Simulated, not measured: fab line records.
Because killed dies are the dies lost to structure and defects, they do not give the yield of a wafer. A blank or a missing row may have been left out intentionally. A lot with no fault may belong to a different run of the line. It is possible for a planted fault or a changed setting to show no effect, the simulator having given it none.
A lot that was struck, set against a sound lot	flow n5Finfet	18 steps out of a route of 1938
Sound: these wafers, L214.1, L214.2, L214.5. The struck wafers were L224.2, L224.3, L224.6. Last of all comes the cause.
At each step with rows: each side's tool, then ch and its chambers, then its first start. Under that, the readings that differ: sound wafers	struck wafers	difference of the means	sigmas: that difference in standard deviations of wafers without a fault.
alike: words and numbers the same on both sides, and readings whose means are apart by under 2 such deviations; not compared: readings that were withheld, readings missing a value for some wafer, numbers with overlapping values and no deviation given by the record, and bounds like >300 which may hide the same value.
The two part at a step that has a row with sigmas, a row that says differs or no value, or rows on one side only. When numbers do not overlap yet have no deviation, they are printed without sigmas and do not part them. A reading that every wafer of one side lacks parts them only if that side has two wafers or more.

first, 2 steps without rows for these wafers: N5_BEOL_M2_ANNEAL_82 (time 240 s); N5_BEOL_M2_SPUTTER_86 (material Cu, target thk 4.5 nm, time 8.29 s).
N5_BEOL_M2_ANNEAL_87: time 240 s.
  sound: pvdSputter-03 at day 7 06:17; struck: pvdSputter-02 at day 10 22:35
  alike: heaterPowerW
then, 4 steps without rows for these wafers: N5_BEOL_M2_SPUTTER_88 (material Cu, target thk 4.5 nm, time 8.29 s); N5_BEOL_M2_ANNEAL_89 (time 240 s); N5_BEOL_M2_SPUTTER_90 (material Cu, target thk 4.5 nm, time 8.29 s); N5_BEOL_M2_ANNEAL_91 (time 240 s).
N5_BEOL_M2_SPUTTER_92: material Cu, target thk 4.5 nm, time 8.29 s.
  sound: pvdSputter-03 at day 7 06:52; struck: pvdSputter-02 at day 10 23:10
  alike: throttleValvePct
N5_BEOL_M2_ANNEAL_93: time 240 s.
  sound: pvdSputter-03 at day 7 06:56; struck: pvdSputter-02 at day 10 23:14
  alike: heaterPowerW
N5_BEOL_M2_SPUTTER_94: material Cu, target thk 4.5 nm, time 8.29 s.
  sound: pvdSputter-03 at day 7 07:05; struck: pvdSputter-02 at day 10 23:23
  alike: throttleValvePct
then, 1 step without rows for these wafers: N5_BEOL_M2_ANNEAL_95 (time 240 s).
N5_BEOL_M2_SPUTTER_96: material Cu, target thk 4.5 nm, time 8.29 s.
  sound: pvdSputter-03 at day 7 07:18; struck: pvdSputter-02 at day 10 23:36
  alike: throttleValvePct
N5_BEOL_M2_ECD_50: material Cu, target thk 300 nm.
  sound on ecdCu-01 ch 0,1, day 7 07:25; struck on ecdCu-01 ch 1, day 10 23:43
reading	sound	struck	difference	sigmas
model.Cu_of_BEOL_M2_ECD_50.thkNm (nm)	301.4 298.8 303	153.6 153 151.2	-148.5	
then, 1 step without rows for these wafers: N5_BEOL_M2_ANNEAL_51 (time 90 s).
N5_BEOL_M2_CMP_52: polishes, stops on SiOC, t overpolish 6.8 s, target thk 40 nm.
  sound on cmp-02 ch 1,2,3, day 7 07:47; struck on cmp-04 ch 0,1,2, day 11 00:07
reading	sound	struck	difference	sigmas
timeToEndpointS (s)	56 57 57	35 31 29	-25	-8
  alike: motorCurrentA
N5_BEOL_M2_THK_MEAS_53: measures by xrf.
  sound: filmMetro-02 at day 7 08:05; struck: filmMetro-02 at day 11 00:25
  alike: M2_THK
N5_BEOL_M4_RC_MEAS_101:
  sound on prober-01 ch 0, day 8 02:44; struck on prober-01 ch 0, day 11 23:22
  alike: DIBL_N, DIBL_P, IOFF_N, IOFF_P, ION_N, ION_P, SS_N, SS_P, VT_N, VT_P
-- record jumps: 5 days separate the struck wafers' starts on either side; left off in module BEOL_M4, taken up again in module PASSIVATION, whose first shown step is the route's number 1936 --
N5_PASSIVATION_PROBE_49:
  sound: prober-01 at day 12 12:44; struck: prober-02 at day 16 14:10
reading	sound	struck	difference	sigmas
killedAtContacts	18 29 18	4 9 9	-14	-2
  alike: defectLimitedYield, killed_at_M0_to_M3, killed_at_M4_up, killedAtFrontEnd, killedAtOther, killedDies, killedOpen, killedShort, sort_bin_5_function, sort_bin_6_memory, sort_bin_8_speed, sortNPass, sortYieldPct

WHERE THEY PART
Last at N5_PASSIVATION_PROBE_49 as far as this record goes, first at N5_BEOL_M2_CMP_52.

WHY: whatever the simulator had introduced
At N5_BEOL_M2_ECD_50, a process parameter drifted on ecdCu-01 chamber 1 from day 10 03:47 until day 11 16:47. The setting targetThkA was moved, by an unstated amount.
